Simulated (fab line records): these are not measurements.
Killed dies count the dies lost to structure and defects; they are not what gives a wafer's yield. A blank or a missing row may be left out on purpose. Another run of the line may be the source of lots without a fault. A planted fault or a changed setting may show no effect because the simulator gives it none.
Lot-split experiment	flow n5-finfet	21 wafers read across 7 lots, on a route 1938 steps long

== THE SPLIT ITSELF ==
At N5_BEOL_M4_COAT_73 (time 60 s, resist thk 5 nm), the setting spin-rpm was moved away from the recipe's 1500 rpm on 6 of the 21 wafers read, by -10.9% to +10.1%. For the rest of the wafers, this setting stayed at what the recipe calls for.

== FROM THE SPLIT TO THE READING: what the file shows between them, 3 steps ==
- N5_BEOL_M4_COAT_05: resist thk 30 nm
- N5_BEOL_M4_EBR_07
- N5_BEOL_M4_DESCUM_16: chemistry O2, time 7 s

== THE READING ==
etch.depth-nm (the simulator's own value, which no gauge read), in nm, at N5_BEOL_M4_ETCH_74 (etches underlayer in N2/H2, target depth 6.5 nm, time 5.2 s). The file does not state a usual value for it. Here, 15 wafers ran the recipe; their average is 5.004 nm with a standard deviation of 0.011 nm.

wafer	tool, chamber at the split	spin-rpm as run, rpm	against the recipe	etch.depth-nm, nm	against lot-mates on the recipe
L078.1	litho-track-03, 0	1500	recipe	5.017	-
L078.3	litho-track-03, 0	1500	recipe	5.004	-
L078.5	litho-track-03, 0	1589	+5.9%	4.88	-0.131
L080.2	litho-track-01, 0	1336	-10.9%	5.292	+0.296
L080.3	litho-track-01, 0	1336	-10.9%	5.306	+0.310
L080.4	litho-track-01, 0	1500	recipe	4.996	-
L082.3	litho-track-01, 0	1500	recipe	4.987	-
L082.5	litho-track-01, 0	1500	recipe	5.006	-
L082.6	litho-track-01, 0	1500	recipe	5.008	-
L085.1	litho-track-05, 0	1500	recipe	5.012	-
L085.5	litho-track-05, 0	1500	recipe	5.004	-
L085.6	litho-track-05, 0	1500	recipe	5.026	-
L089.3	litho-track-05, 0	1544	+2.9%	4.92	-0.078
L089.5	litho-track-05, 0	1500	recipe	4.998	-
L089.6	litho-track-05, 0	1544	+2.9%	4.91	-0.088
L092.2	litho-track-05, 0	1500	recipe	4.997	-
L092.5	litho-track-05, 0	1500	recipe	4.987	-
L092.6	litho-track-05, 0	1651	+10.1%	4.76	-0.232
L094.1	litho-track-05, 0	1500	recipe	5.017	-
L094.3	litho-track-05, 0	1500	recipe	5.007	-
L094.4	litho-track-05, 0	1500	recipe	4.995	-

THE FIT
A straight line over all 21 wafers: etch.depth-nm changes by -0.0259 nm for each +1% of spin-rpm; r = -0.99; the points scatter about the line by 0.014 nm.
The same after taking each lot's own level away (the mean of its wafers on the recipe; 21 wafers): -0.026 nm for each +1%; r = -0.99; scatter 0.013 nm.
According to that fit, moving spin-rpm by its largest amount changes the reading by 0.28 nm.
The span of the lots' own levels, 4.9920 to 5.0140 nm, comes to 2.1 times the standard deviation stated above.
The two slopes agree, so the slope changes little with the lot-to-lot level.
Check: +0.284 nm against its lot-mates is what the line predicts for one of the wafers moved furthest among these (-10.9%) when that wafer is left out of the fit. Against them it came out at +0.296 nm.

== FILE'S OWN FIT ==
etch.depth-nm changes by -0.0252 nm for each +1% of spin-rpm, r = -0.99.
